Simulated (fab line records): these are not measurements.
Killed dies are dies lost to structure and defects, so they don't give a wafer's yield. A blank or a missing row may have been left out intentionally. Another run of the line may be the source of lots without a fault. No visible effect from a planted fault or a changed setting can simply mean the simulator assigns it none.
Matching of chambers + flow n5_finfet + 4 sister chambers for N5_STI_FIN_REVEAL_ALD_00 on ald_sin-02
The step deposits SiO2, target thk 1 nm, pulse time 1 s. 18 wafers are shown with their chamber, then 9 later ones without.

== WAFERS WITH THEIR CHAMBER ==
| wafer  | chamber | heater_power_w (W) | precursor_pulse_height_rel |
|--------|---------|--------------------|----------------------------|
| L077.1 | 2       | 421                | 1.006                      |
| L077.2 | 3       | 398                | 1.015                      |
| L077.5 | 1       | 524                | 1.004                      |
| L078.2 | 1       | 528                | 1.005                      |
| L078.3 | 2       | 411                | 1.037                      |
| L078.5 | 1       | 517                | 1.010                      |
| L079.1 | 0       | 448                | 1.010                      |
| L079.2 | 2       | 420                | 1.028                      |
| L079.6 | 2       | 427                | 1.023                      |
| L085.1 | 3       | 410                | 0.982                      |
| L085.3 | 1       | 529                | 0.964                      |
| L085.5 | 2       | 414                | 0.987                      |
| L086.1 | 2       | 423                | 1.009                      |
| L086.4 | 1       | 529                | 0.997                      |
| L086.5 | 1       | 515                | 1.023                      |
| L088.1 | 3       | 388                | 1.023                      |
| L088.3 | 1       | 519                | 1.003                      |
| L088.6 | 3       | 392                | 1.012                      |

SIGNATURES (means of the wafers above)
| reading                    | chamber 0 | chamber 1 | chamber 2 | chamber 3 | scatter within a chamber |
|----------------------------|-----------|-----------|-----------|-----------|--------------------------|
| heater_power_w             | 448.00    | 523.00    | 419.33    | 397.00    | 6.88                     |
| precursor_pulse_height_rel | 1.01000   | 1.00086   | 1.01500   | 1.00800   | 0.0181                   |
Rule: a wafer's distance from a chamber is the root of the sum, over the readings, of the square of ((its reading less the chamber's mean) divided by the reading's scatter). The wafer belongs to the nearest chamber; if the next one is less than 2 further off, it can't be placed. How the scatter is found: for the shown wafers, subtract from each reading the mean of its chamber, square and add these, divide the total by (wafers less chambers), then take the root.

== WAFERS WITHOUT THEIR CHAMBER ==
| wafer  | heater_power_w (W) | precursor_pulse_height_rel |
|--------|--------------------|----------------------------|
| L091.2 | 448                | 0.981                      |
| L091.3 | 426                | 1.024                      |
| L091.5 | 443                | 0.992                      |
| L092.2 | 399                | 0.987                      |
| L092.4 | 438                | 0.996                      |
| L092.5 | 444                | 1.012                      |
| L095.1 | 400                | 0.979                      |
| L095.3 | 538                | 1.009                      |
| L095.5 | 442                | 0.973                      |

== WHICH CHAMBER EACH WENT THROUGH ==
| wafer  | from the rows above     | in truth |
|--------|-------------------------|----------|
| L091.2 | 0                       | 0        |
| L091.3 | 2                       | 2        |
| L091.5 | 0                       | 0        |
| L092.2 | 3                       | 3        |
| L092.4 | can't be placed: 0 or 2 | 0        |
| L092.5 | 0                       | 0        |
| L095.1 | can't be placed: 3 or 2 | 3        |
| L095.3 | 1                       | 1        |
| L095.5 | can't be placed: 0 or 2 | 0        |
Correct placement for 6 of the 9. Unplaceable from these rows: 3, with the true chamber sitting among the candidates in 3. Number placed wrongly: 0.
